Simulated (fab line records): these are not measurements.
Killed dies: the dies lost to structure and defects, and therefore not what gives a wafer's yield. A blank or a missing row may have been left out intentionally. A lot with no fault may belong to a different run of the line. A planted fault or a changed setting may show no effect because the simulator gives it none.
Which tool is to blame? | flow nand-harc | 36 wafers from 12 lots sampled at 4 of the route's 1302 steps

## WHAT THE GAUGES READ, wafer by wafer
No reading from a measuring or inspecting step in the record can be judged against a usual standard deviation.

## TOOL THAT RAN EACH LOT (tool first, then ch and the chambers of the sampled wafers, then the start)
lot  | NHARC_A_STAIRCASE_ETCH_190                    | NHARC_A_STAIRCASE_ETCH_192         | NHARC_A_STAIRCASE_TRIM_198     | NHARC_A_STAIRCASE_TRIM_200
L636 | rie-diel-02 ch 0,1,2, day 15 17:16 or earlier | rie-diel-02 ch 1,2, day 15 17:16   | rie-diel-02 ch 2,3, no start   | rie-diel-02 ch 0,2,3, no start
L637 | rie-diel-09 ch 0,1,3, day 16 12:37 or earlier | rie-diel-09 ch 1,2, day 16 12:37   | rie-diel-09 ch 1,2,3, no start | rie-diel-09 ch 1,2, no start
L641 | rie-diel-09 ch 2,3, day 18 01:30 or earlier   | rie-diel-09 ch 0,2,3, day 18 01:30 | rie-diel-12 ch 0,2,3, no start | rie-diel-12 ch 0,1,2, no start
L644 | rie-diel-09 ch 0,3, day 19 16:59 or earlier   | rie-diel-09 ch 0,1,2, day 19 16:59 | rie-diel-02 ch 0,2, no start   | rie-diel-02 ch 0,2, no start
L648 | rie-diel-02 ch 0,2,3, day 20 18:49 or earlier | rie-diel-02 ch 0,1,3, day 20 18:49 | rie-diel-12 ch 0,1,3, no start | rie-diel-12 ch 0,1,3, no start
L650 | rie-diel-12 ch 0,3, day 21 20:14 or earlier   | rie-diel-12 ch 2,3, day 21 20:14   | rie-diel-12 ch 0,1, no start   | rie-diel-12 ch 2,3, no start
L651 | rie-diel-02 ch 0,1,2, day 22 06:02 or earlier | rie-diel-02 ch 2,3, day 22 06:02   | rie-diel-09 ch 1,2, no start   | rie-diel-09 ch 1,2, no start
L652 | rie-diel-02 ch 0,1,2, day 22 14:55 or earlier | rie-diel-02 ch 1,3, day 22 14:55   | rie-diel-09 ch 2,3, no start   | rie-diel-09 ch 1,2, no start
L653 | rie-diel-09 ch 1,2, day 23 04:14 or earlier   | rie-diel-09 ch 2,3, day 23 04:14   | rie-diel-09 ch 0,2,3, no start | rie-diel-09 ch 0,1,3, no start
L655 | rie-diel-02 ch 1,3, day 23 11:53 or earlier   | rie-diel-02 ch 0,2, day 23 11:53   | rie-diel-09 ch 0,1,2, no start | rie-diel-09 ch 1,3, no start
L657 | rie-diel-09 ch 1,3, day 24 17:42 or earlier   | rie-diel-09 ch 1,2,3, day 24 17:42 | rie-diel-09 ch 2,3, no start   | rie-diel-09 ch 2,3, no start
L659 | rie-diel-02 ch 0,1, day 25 09:28 or earlier   | rie-diel-02 ch 0,3, day 25 09:28   | rie-diel-12 ch 0,2,3, no start | rie-diel-12 ch 0,2,3, no start
- NHARC_A_STAIRCASE_ETCH_190: etches the open film in C4F8/O2, target depth 100 nm, time 40.5 s.
- NHARC_A_STAIRCASE_ETCH_192: etches the open film in C4F8/O2, target depth 100 nm, time 40.5 s.
- NHARC_A_STAIRCASE_TRIM_198: chemistry O2, time 211.2 s.
- NHARC_A_STAIRCASE_TRIM_200: chemistry O2, time 211.2 s.

## WHAT THE TOOLS THEMSELVES READ (means of the sampled wafers that have a number; where no wafer has one, the mark that the record gives instead)
NHARC_A_STAIRCASE_ETCH_190. Usual: oes-product-au 0.943 a.u., standard deviation 0.01; rf-vpp-V 898 V, standard deviation 4.9.
lot  | tool        | oes-product-au (a.u.) | rf-vpp-V (V) | flag
L636 | rie-diel-02 | 0.946                 | 895          |
L637 | rie-diel-09 | 0.946                 | 898          |
L641 | rie-diel-09 | 0.942                 | 899          |
L644 | rie-diel-09 | 0.942                 | 901          |
L648 | rie-diel-02 | 0.946                 | 899          |
L650 | rie-diel-12 | 0.942                 | 901          |
L651 | rie-diel-02 | 0.944                 | 895          |
L652 | rie-diel-02 | 0.950                 | 894          |
L653 | rie-diel-09 | 0.939                 | 893          |
L655 | rie-diel-02 | 0.938                 | 895          |
L657 | rie-diel-09 | 0.949                 | 896          |
L659 | rie-diel-02 | 0.956                 | 894          |

NHARC_A_STAIRCASE_ETCH_192. Usual: oes-product-au 0.944 a.u., standard deviation 0.011; rf-vpp-V 898 V, standard deviation 5.1.
lot  | tool        | oes-product-au (a.u.) | rf-vpp-V (V) | flag
L636 | rie-diel-02 | 0.936                 | 891          |
L637 | rie-diel-09 | 0.936                 | 894          |
L641 | rie-diel-09 | 0.938                 | 900          |
L644 | rie-diel-09 | 0.908                 | 897          | OFF
L648 | rie-diel-02 | 0.946                 | 897          |
L650 | rie-diel-12 | 0.942                 | 903          |
L651 | rie-diel-02 | 0.945                 | 898          |
L652 | rie-diel-02 | 0.949                 | 897          |
L653 | rie-diel-09 | 0.949                 | 898          |
L655 | rie-diel-02 | 0.944                 | 895          |
L657 | rie-diel-09 | 0.946                 | 896          |
L659 | rie-diel-02 | 0.952                 | 901          |

NHARC_A_STAIRCASE_TRIM_198. Usual: drypump-motor-current-A 5.9 A, standard deviation 0.3; oes-product-au 1.001 a.u., standard deviation 0.0096; rf-vpp-V 57.8 V, standard deviation 0.84; showerhead-plenum-p-Torr 3.57 Torr, standard deviation 0.13; throttle-valve-pct 17.036 %, standard deviation 0.0098.
lot  | tool        | drypump-motor-current-A (A) | oes-product-au (a.u.) | rf-vpp-V (V) | showerhead-plenum-p-Torr (Torr) | throttle-valve-pct (%) | flag
L636 | rie-diel-02 | 5.6                         | 0.992                 | 57.7         | 3.52                            | 17.037                 |
L637 | rie-diel-09 | 6.1                         | 1.001                 | 57.1         | 3.59                            | 17.037                 |
L641 | rie-diel-12 | 5.7                         | 1.002                 | 57.7         | 3.49                            | 17.034                 |
L644 | rie-diel-02 | 5.9                         | 0.995                 | 57.4         | 3.54                            | 17.041                 |
L648 | rie-diel-12 | 5.8                         | 0.998                 | 58.1         | 3.64                            | 17.044                 |
L650 | rie-diel-12 | 5.8                         | 0.989                 | 57.9         | 3.56                            | 17.023                 |
L651 | rie-diel-09 | 6.1                         | 0.999                 | 57.7         | 3.45                            | 17.042                 |
L652 | rie-diel-09 | 6.3                         | 1.018                 | 58.0         | 3.59                            | 17.037                 |
L653 | rie-diel-09 | 6.1                         | 1.006                 | 57.6         | 3.63                            | 17.034                 |
L655 | rie-diel-09 | 6.1                         | 1.004                 | 57.7         | 3.52                            | 17.033                 |
L657 | rie-diel-09 | 6.0                         | 1.006                 | 58.4         | 3.66                            | 17.046                 |
L659 | rie-diel-12 | 5.8                         | 0.999                 | 57.7         | 3.63                            | 17.034                 |

NHARC_A_STAIRCASE_TRIM_200. Usual: drypump-motor-current-A 5.9 A, standard deviation 0.3; oes-product-au 1.000 a.u., standard deviation 0.0091; rf-vpp-V 57.8 V, standard deviation 0.85; showerhead-plenum-p-Torr 3.58 Torr, standard deviation 0.13; throttle-valve-pct 17.036 %, standard deviation 0.0093.
lot  | tool        | drypump-motor-current-A (A) | oes-product-au (a.u.) | rf-vpp-V (V) | showerhead-plenum-p-Torr (Torr) | throttle-valve-pct (%) | flag
L636 | rie-diel-02 | 5.7                         | 1.001                 | 59.0         | 3.62                            | 17.035                 |
L637 | rie-diel-09 | 6.1                         | 1.006                 | 57.1         | 3.48                            | 17.036                 |
L641 | rie-diel-12 | 5.8                         | 1.004                 | 57.7         | 3.58                            | 17.035                 |
L644 | rie-diel-02 | 5.9                         | 0.996                 | 57.7         | 3.54                            | 17.040                 |
L648 | rie-diel-12 | 5.8                         | 0.992                 | 57.3         | 3.64                            | 17.031                 |
L650 | rie-diel-12 | 5.7                         | 1.001                 | 58.2         | 3.67                            | 17.043                 |
L651 | rie-diel-09 | 6.1                         | 1.002                 | 58.0         | 3.46                            | 17.030                 |
L652 | rie-diel-09 | 6.3                         | 1.009                 | 57.2         | 3.49                            | 17.037                 |
L653 | rie-diel-09 | 5.9                         | 1.007                 | 57.9         | 3.59                            | 17.035                 |
L655 | rie-diel-09 | 5.9                         | 1.001                 | 57.8         | 3.63                            | 17.033                 |
L657 | rie-diel-09 | 6.3                         | 1.000                 | 57.1         | 3.58                            | 17.035                 |
L659 | rie-diel-12 | 5.8                         | 1.001                 | 57.7         | 3.63                            | 17.024                 |

## THE ANSWER, worked out from the rows above alone
Rule: take the mean of a lot's wafers that have a number; if it is more than 3 standard deviations from the usual mean, the lot is off. Also off: a lot with no number at a reading for which 4 or more lots have one. The other lots that the step has rows for count as sound. The gauges are gone through in route order, then the tools' own readings, and for those a lot's mean is taken as printed above. At the first step where some lot is off, the reading lying furthest off is the one used; lots without a number count as furthest.
Off, at NHARC_A_STAIRCASE_ETCH_192 on oes-product-au: L644.
A tool fits if, at that step or a process step before it, it ran every lot that is off, and no sound lot after the first of them. Because NHARC_A_STAIRCASE_ETCH_190 lacks a start for some lots, the hours and order of its lots are taken from NHARC_A_STAIRCASE_ETCH_192. Of those tried, none fits.

## WHAT THE SIMULATOR HAD PUT IN
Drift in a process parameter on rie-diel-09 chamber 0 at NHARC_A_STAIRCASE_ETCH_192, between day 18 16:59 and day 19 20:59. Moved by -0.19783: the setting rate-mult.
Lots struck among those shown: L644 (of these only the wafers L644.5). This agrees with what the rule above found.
